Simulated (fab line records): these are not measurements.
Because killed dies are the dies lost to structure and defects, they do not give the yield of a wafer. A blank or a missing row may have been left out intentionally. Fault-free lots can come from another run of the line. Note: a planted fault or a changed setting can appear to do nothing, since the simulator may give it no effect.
fab line records -- flow n5_finfet
record: lots: 10, wafers: 30, last_day: 20
route steps=1938 shown BEOL_M11@1552
lots that met no fault: taken from a fault-free run of the same line
start_h: start of the lot's first displayed wafer, in hours after the record's first day -- wait_h: hours from the lot's prior step to this one -- " as in the row above -- L1.1+2: a single row standing in for several wafers -- - no value, or no start was given -- * or withheld: withheld -- < > ~ a bound
route shown NAME@n: names a module that has steps shown in the file, with the first one's number in the route -- usual: mean/standard deviation taken from wafers without a fault -- same: alike in all rows -- chamber/n: place in a boat -- sites: each site's reading -- _std_site: standard deviation of those values -- _edge_site: outer sites' mean less inner sites' -- radius_mm: how far each site lies from the wafer's centre -- mask NAME#n: copy n -- behind: the most recent tool/chamber to have shaped the wafer -- hold: why the lot was held/for how many hours/how that ended -- device: the n, p or np transistor that did not switch -- end of line: the tests these same wafers got at the end of their route -- a step without rows: its recipe alone -- killed: the dies lost at the first sort to structure and to defects; this is not the yield of the wafer -- map: the dies of a wafer, with x for killed, . for not killed, _ for no die there
set.NAME: the setting that was run; set.NAME@STEP: the one run at that earlier step -- model.NAME: the simulator's own value behind a step, which no gauge read
the route's steps for a sample of lots (tables are steps, rows are wafers)
services: when a tool's chamber went out of use (start_h, in hours from the record's first day, below 0 if earlier), for how many hours, and the reason
== steps ==
step: N5_BEOL_M11_DESCUM_16
recipe: chemistry: O2, time_s: 7.9, source_power_w: 50, bias_power_w: 20, pressure_mtorr: 20, rf_frequency_hz: 2.712e+07, temp_c: 40, resist: CAR-ArF, o2_flow_sccm: 225
usual: drypump_motor_current_A: 5.8/0.52, oes_product_au: 0.80/0.084, rf_vpp_V: 242.7/1.3, showerhead_plenum_p_Torr: 2.07/0.063, temp_c: 40.00/0.12, throttle_valve_pct: 20.32/0.21
lot.wafer,tool,chamber,start_h,wait_h,drypump_motor_current_A,oes_product_au,rf_hours_counter_h,rf_vpp_V,showerhead_plenum_p_Torr,temp_c,throttle_valve_pct
L126.1,rie_diel-02,1,265.25,0.0,6.4,0.85,56,243.8,2.23,40.01,20.42
L126.4,rie_diel-02,3,265.25,0.0,4.7,0.81,86,242.8,2.02,40.04,20.11
L126.6,rie_diel-02,0,265.25,0.0,5.7,0.79,-,242.6,2.11,40.04,20.12
L135.1,rie_diel-06,3,314.40,0.0,5.8,0.77,146,240.4,2.02,40.04,20.66
L135.4,rie_diel-06,2,314.40,0.0,6.6,0.94,-,243.1,2.06,40.16,20.36
L135.6,rie_diel-06,3,314.40,0.0,5.8,0.75,-,242.7,2.02,39.86,20.68
L138.1,rie_diel-02,1,330.02,0.0,6.4,0.81,77,246.1,2.22,40.02,20.44
L138.4,rie_diel-02,2,330.02,0.0,6.1,0.77,113,242.9,2.11,39.99,20.55
L138.5,rie_diel-02,0,330.02,0.0,5.8,0.76,-,242.8,2.11,40.08,20.14
L141.3,rie_diel-05,3,337.19,0.3,5.8,0.72,191,245.1,2.18,39.93,20.24
L141.4,rie_diel-05,1,337.19,0.3,6.0,0.71,197,242.1,2.08,39.87,20.23
L141.6,rie_diel-05,1,337.19,0.3,6.0,0.71,-,243.7,2.08,40.03,20.24
L140.1,rie_diel-06,1,352.22,0.1,5.2,0.76,147,242.0,2.02,40.12,20.50
L140.4,rie_diel-06,3,352.22,0.1,5.8,0.75,160,241.5,2.01,39.79,20.68
L140.6,rie_diel-06,3,352.22,0.1,5.8,0.75,-,241.5,2.01,39.86,20.68
L143.2,rie_diel-02,2,364.53,0.4,6.1,0.76,125,241.6,2.11,39.99,20.58
L143.3,rie_diel-02,1,364.53,0.4,6.4,0.80,88,244.3,2.22,40.00,20.47
L143.4,rie_diel-02,3,364.53,0.4,4.7,0.77,120,241.9,2.01,39.98,20.15
L145.2,rie_diel-06,3,364.93,0.6,5.9,0.75,164,242.5,2.01,40.08,20.73
L145.3,rie_diel-06,0,364.93,0.6,6.2,0.93,20,241.9,2.05,40.07,19.92
L145.4,rie_diel-06,2,364.93,0.6,6.6,0.91,31,241.7,2.05,39.82,20.38
L147.1,rie_diel-05,1,396.73,0.2,5.9,0.70,213,242.3,2.07,39.91,20.27
L147.3,rie_diel-05,0,396.73,0.2,5.1,0.72,218,245.5,2.16,39.98,20.31
L147.6,rie_diel-05,2,396.73,0.2,5.3,0.83,-,241.5,2.02,39.98,20.31
L148.2,rie_diel-05,3,401.92,0.0,5.8,0.71,209,243.2,2.17,39.93,20.26
L148.4,rie_diel-05,0,401.92,0.0,5.0,0.73,218,245.0,2.16,39.94,20.32
L148.6,rie_diel-05,2,401.92,0.0,5.3,0.83,-,242.9,2.02,40.03,20.31
L149.1,rie_diel-06,1,420.96,0.2,5.2,0.74,168,242.4,2.01,39.89,20.53
L149.2,rie_diel-06,0,420.96,0.2,6.2,0.90,34,242.1,2.05,40.10,19.94
L149.5,rie_diel-06,0,420.96,0.2,6.2,0.90,-,242.8,2.05,40.14,19.94
step: N5_BEOL_M11_PEB_26
recipe: peb_temp_c: withheld, peb_time_s: 60, resist: CAR-ArF
lot.wafer,tool,chamber,start_h,wait_h
L126.1+4+6,litho_track-03,0,267.32,0.1
L135.1+4+6,litho_track-01,0,315.28,0.1
L138.1+4+5,litho_track-01,0,330.84,0.1
L141.3+4+6,litho_track-03,0,339.91,0.0
L140.1+4+6,litho_track-02,0,355.38,0.1
L143.2+3+4,litho_track-02,0,366.13,0.1
L145.2+3+4,litho_track-03,0,366.91,0.1
L147.1+3+6,litho_track-01,0,400.39,0.1
L148.2+4+6,litho_track-03,0,403.17,0.1
L149.1+2+5,litho_track-01,0,422.80,0.1
step: N5_BEOL_M11_CD_MEAS_28
recipe: target_cd_nm: 70, landing_energy_ev: 500, detector: se_inlens, polarity: opening
usual: cd_nm: 70.1/0.7
lot.wafer,tool,chamber,start_h,wait_h,cd_nm
L126.1,cd_sem-02,0,267.39,-,70.1
L126.4,cd_sem-02,0,267.39,-,69.8
L126.6,cd_sem-02,0,267.39,-,69.8
L135.1,cd_sem-03,0,315.34,-,70.6
L135.4,cd_sem-03,0,315.34,-,72.6
L135.6,cd_sem-03,0,315.34,-,69.4
L138.1,cd_sem-03,0,330.91,-,69.9
L138.4,cd_sem-03,0,330.91,-,72.1
L138.5,cd_sem-03,0,330.91,-,73.0
L141.3,cd_sem-01,0,339.98,-,70.9
L141.4,cd_sem-01,0,339.98,-,70.2
L141.6,cd_sem-01,0,339.98,-,70.1
L140.1,cd_sem-03,0,355.45,-,70.0
L140.4,cd_sem-03,0,355.45,-,69.3
L140.6,cd_sem-03,0,355.45,-,70.2
L143.2,cd_sem-02,0,366.20,-,71.2
L143.3,cd_sem-02,0,366.20,-,70.6
L143.4,cd_sem-02,0,366.20,-,71.2
L145.2,cd_sem-02,0,366.98,-,70.0
L145.3,cd_sem-02,0,366.98,-,70.3
L145.4,cd_sem-02,0,366.98,-,71.1
L147.1,cd_sem-03,0,400.46,-,67.5
L147.3,cd_sem-03,0,400.46,-,68.7
L147.6,cd_sem-03,0,400.46,-,68.5
L148.2,cd_sem-03,0,403.24,-,69.5
L148.4,cd_sem-03,0,403.24,-,70.2
L148.6,cd_sem-03,0,403.24,-,70.1
L149.1,cd_sem-03,0,422.87,-,69.7
L149.2,cd_sem-03,0,422.87,-,70.2
L149.5,cd_sem-03,0,422.87,-,70.4
step: N5_BEOL_M11_TRENCH_ETCH_37
recipe: chemistry: C4F6/O2, target_depth_a: 1488.3, target: SiCOH_lowk, time_s: 48, ion_energy_ev: 250, pressure_mtorr: 30, source_w: 345, bias_w: 185, Ar_flow_sccm: 300, C4F6_flow_sccm: 10, O2_flow_sccm: 10
usual: drypump_motor_current_A: 5.8/0.56, oes_product_au: 0.80/0.077, rf_vpp_V: 667/6.9, showerhead_plenum_p_Torr: 2.82/0.084, throttle_valve_pct: 20.81/0.2
lot.wafer,tool,chamber,start_h,wait_h,drypump_motor_current_A,oes_product_au,rf_hours_counter_h,rf_vpp_V,showerhead_plenum_p_Torr,throttle_valve_pct
L126.1,rie_diel-05,2,-,-,5.3,0.87,52,668,2.78,20.80
L126.4,rie_diel-05,3,-,-,5.8,0.74,170,669,2.94,20.58
L126.6,rie_diel-05,0,-,-,5.1,0.74,-,671,2.94,20.77
L135.1,rie_diel-06,3,-,-,5.8,0.75,147,664,2.74,21.13
L135.4,rie_diel-06,3,-,-,5.8,0.74,-,663,2.74,21.13
L135.6,rie_diel-06,2,-,-,6.6,0.93,-,662,2.79,20.78
L138.1,rie_diel-06,2,-,-,6.6,0.93,20,661,2.79,20.79
L138.4,rie_diel-06,3,-,-,5.8,0.75,153,663,2.74,21.13
L138.5,rie_diel-06,0,-,-,6.3,0.94,-,657,2.80,20.45
L141.3,rie_diel-05,2,-,-,5.3,0.84,74,666,2.77,20.82
L141.4,rie_diel-05,3,-,-,5.8,0.71,192,671,2.93,20.61
L141.6,rie_diel-05,2,-,-,5.3,0.84,-,667,2.77,20.81
L140.1,rie_diel-02,2,-,-,6.1,0.76,122,680,2.87,21.10
L140.4,rie_diel-02,1,-,-,6.4,0.80,85,667,3.01,20.96
L140.6,rie_diel-02,0,-,-,5.8,0.76,-,670,2.86,20.66
L143.2,rie_diel-06,3,-,-,5.8,0.73,165,663,2.73,21.14
L143.3,rie_diel-06,2,-,-,6.6,0.91,32,660,2.78,20.80
L143.4,rie_diel-06,1,-,-,5.2,0.75,152,670,2.73,20.92
L145.2,rie_diel-06,2,-,-,6.6,0.90,32,662,2.78,20.81
L145.3,rie_diel-06,1,-,-,5.2,0.75,152,670,2.73,20.91
L145.4,rie_diel-06,0,-,-,6.2,0.93,21,657,2.80,20.48
L147.1,rie_diel-06,3,-,-,5.8,0.73,175,664,2.73,21.17
L147.3,rie_diel-06,2,-,-,6.6,0.88,42,661,2.78,20.83
L147.6,rie_diel-06,2,-,-,6.6,0.89,-,662,2.78,20.85
L148.2,rie_diel-06,0,-,-,6.2,0.91,29,656,2.79,20.48
L148.4,rie_diel-06,1,-,-,5.2,0.74,163,671,2.73,20.92
L148.6,rie_diel-06,3,-,-,5.8,0.74,-,664,2.73,21.17
L149.1,rie_diel-02,3,-,-,4.8,0.76,136,668,2.73,20.65
L149.2,rie_diel-02,2,-,-,6.1,0.75,141,682,2.86,21.11
L149.5,rie_diel-02,2,-,-,6.1,0.75,-,681,2.86,21.11
step: N5_BEOL_M11_STRIP_77
recipe: chemistry: N2/H2, time_s: 10, power_w: 450, temp_c: 40, pressure_mtorr: 20, rf_frequency_hz: 6e+07, bias_power_w: 7, n2_flow_sccm: 200, h2_flow_sccm: 200
usual: drypump_motor_current_A: 5.8/0.56, oes_product_au: 0.80/0.077, rf_vpp_V: 59.1/0.86, showerhead_plenum_p_Torr: 2.51/0.077, temp_c: 40.01/0.11, throttle_valve_pct: 23.49/0.22
lot.wafer,tool,chamber,start_h,wait_h,drypump_motor_current_A,oes_product_au,rf_hours_counter_h,rf_vpp_V,showerhead_plenum_p_Torr,temp_c,throttle_valve_pct
L126.1,rie_diel-05,2,-,-,5.3,0.88,52,59.8,2.48,40.09,23.59
L126.4,rie_diel-05,3,-,-,5.8,0.73,170,60.0,2.64,39.80,23.25
L126.6,rie_diel-05,0,-,-,5.0,0.74,-,59.6,2.64,40.12,23.31
L135.1,rie_diel-06,3,-,-,5.8,0.75,147,57.6,2.44,40.11,23.80
L135.4,rie_diel-06,3,-,-,5.8,0.75,-,57.1,2.44,40.12,23.79
L135.6,rie_diel-06,2,-,-,6.6,0.94,-,59.1,2.48,39.96,23.52
L138.1,rie_diel-06,2,-,-,6.6,0.93,20,58.3,2.48,40.16,23.55
L138.4,rie_diel-06,3,-,-,5.8,0.75,153,59.9,2.43,40.02,23.82
L138.5,rie_diel-06,0,-,-,6.2,0.96,-,58.3,2.50,40.07,23.31
L141.3,rie_diel-05,2,-,-,5.3,0.84,74,58.6,2.47,39.95,23.64
L141.4,rie_diel-05,3,-,-,5.8,0.71,192,58.3,2.63,40.28,23.29
L141.6,rie_diel-05,2,-,-,5.3,0.85,-,58.3,2.47,39.99,23.60
L140.1,rie_diel-02,2,-,-,6.1,0.77,122,58.5,2.55,39.88,23.71
L140.4,rie_diel-02,1,-,-,6.4,0.81,85,59.4,2.67,40.10,23.77
L140.6,rie_diel-02,0,-,-,5.8,0.76,-,59.8,2.54,39.78,23.12
L143.2,rie_diel-06,3,-,-,5.8,0.75,165,58.6,2.43,40.13,23.82
L143.3,rie_diel-06,2,-,-,6.6,0.91,32,59.2,2.48,40.05,23.54
L143.4,rie_diel-06,1,-,-,5.2,0.76,152,58.0,2.43,39.74,23.61
L145.2,rie_diel-06,2,-,-,6.6,0.91,32,61.5,2.48,39.89,23.55
L145.3,rie_diel-06,1,-,-,5.2,0.75,152,58.6,2.43,40.12,23.61
L145.4,rie_diel-06,0,-,-,6.2,0.93,21,58.3,2.50,40.01,23.33
L147.1,rie_diel-06,3,-,-,5.8,0.75,175,59.8,2.42,40.04,23.83
L147.3,rie_diel-06,2,-,-,6.5,0.88,42,59.9,2.47,40.06,23.55
L147.6,rie_diel-06,2,-,-,6.6,0.89,-,58.6,2.47,39.94,23.55
L148.2,rie_diel-06,0,-,-,6.2,0.91,29,57.4,2.49,40.02,23.33
L148.4,rie_diel-06,1,-,-,5.2,0.75,163,59.4,2.43,39.82,23.60
L148.6,rie_diel-06,3,-,-,5.8,0.74,-,59.0,2.42,39.89,23.83
L149.1,rie_diel-02,3,-,-,4.7,0.75,136,58.0,2.44,39.85,23.39
L149.2,rie_diel-02,2,-,-,6.1,0.76,141,58.8,2.54,40.06,23.73
L149.5,rie_diel-02,2,-,-,6.1,0.75,-,58.0,2.54,40.04,23.74
== services ==
tool,chamber,start_h,hours,kind
rie_diel-05,1,268.62,5.2,repair
rie_diel-06,0,269.92,-,clean
rie_diel-06,0,269.92,-,consumable_replace:focus_ring
rie_diel-06,0,269.92,19.5,scheduled_down
rie_diel-06,0,269.92,19.5,vent_cycle
rie_diel-05,0,295.90,7.5,repair
rie_diel-02,-,306.21,0.9,repair
rie_diel-05,-,311.94,4.3,pm
rie_diel-06,0,313.92,13.7,repair
rie_diel-05,-,332.69,0.7,repair
rie_diel-06,0,386.48,5.5,repair
rie_diel-02,2,401.27,1.5,repair
== key ==
first_sign: step: N5_BEOL_M11_CD_MEAS_28, reading: cd_nm, direction: up, sigmas: 3.6, usual: 70.1, struck: 72.6
effect none on later readings
met_at N5_BEOL_M11_PEB_26
struck_lots L135,L138
struck_wafers L135.4,L138.4,L138.5
not_acting_at N5_BEOL_M11_DESCUM_16,N5_BEOL_M11_TRENCH_ETCH_37,N5_BEOL_M11_STRIP_77
fault: kind: process_parameter_drift, tool: litho_track-01, chamber: -, onset_h: 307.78, steps: N5_BEOL_M11_PEB_26, channel: peb_time_s, offset: *, shape: step, end_h: 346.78, scope: struck_wafers_only, acts_in: *, stated: *
